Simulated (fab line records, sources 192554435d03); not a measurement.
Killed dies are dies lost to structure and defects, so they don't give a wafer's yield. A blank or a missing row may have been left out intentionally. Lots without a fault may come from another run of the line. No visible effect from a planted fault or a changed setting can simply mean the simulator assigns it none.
Matching of chambers | flow n5Finfet | N5_BEOL_M10_STRIP_19 on rieDiel-01: 4 sister chambers
The step strips in O2. 8 wafers are shown with their chamber, then 7 later ones without.

## WAFERS PAIRED WITH THEIR CHAMBERS
wafer  | chamber | throttleValvePct (%) | rfVppV (V)
L801.5 | 0       | 16.91                | 3.2
L814.3 | 2       | 16.47                | 2.5
L814.5 | 2       | 16.45                | 4.5
L814.6 | 3       | 16.71                | 3.8
L816.1 | 1       | 16.49                | 4.8
L816.6 | 0       | 16.48                | 3.6
L817.2 | 3       | 16.74                | 2.4
L817.4 | 1       | 16.49                | 4.5

## WAFERS MISSING THEIR CHAMBER
wafer  | throttleValvePct (%) | rfVppV (V)
L817.6 | 16.48                | 4.0
L815.1 | 16.48                | 4.1
L815.4 | 16.76                | 3.3
L815.5 | 16.73                | 3.2
L820.1 | 16.77                | 2.6
L820.2 | 16.50                | 4.2
L820.6 | 16.49                | 3.1

## EACH ONE'S CHAMBER
wafer  | from the rows above               | in truth
L817.6 | can't be placed: 2 or 1 or 0 or 3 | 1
L815.1 | can't be placed: 1 or 2 or 0 or 3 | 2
L815.4 | can't be placed: 3 or 0 or 2      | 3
L815.5 | can't be placed: 3 or 0 or 2      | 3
L820.1 | can't be placed: 3 or 0 or 2      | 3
L820.2 | can't be placed: 1 or 2 or 0 or 3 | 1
L820.6 | can't be placed: 2 or 0 or 3 or 1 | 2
Placed correctly: 0 of 7. Can't be placed from these rows: 7 (the true chamber is among the candidates in 7). Number placed wrongly: 0.
How it was worked out, from the rows above alone: a wafer's distance from a chamber is the root of the sum, over the readings, of the square of ((its reading less the chamber's mean) divided by the reading's scatter). If the next closest chamber is less than 2 further off than the closest, the wafer can't be placed; otherwise it belongs to the closest. Each chamber's mean is taken over the wafers shown for it. How the scatter is found: for the shown wafers, subtract from each reading the mean of its chamber, square and add these, divide the total by (wafers less chambers), then take the root.
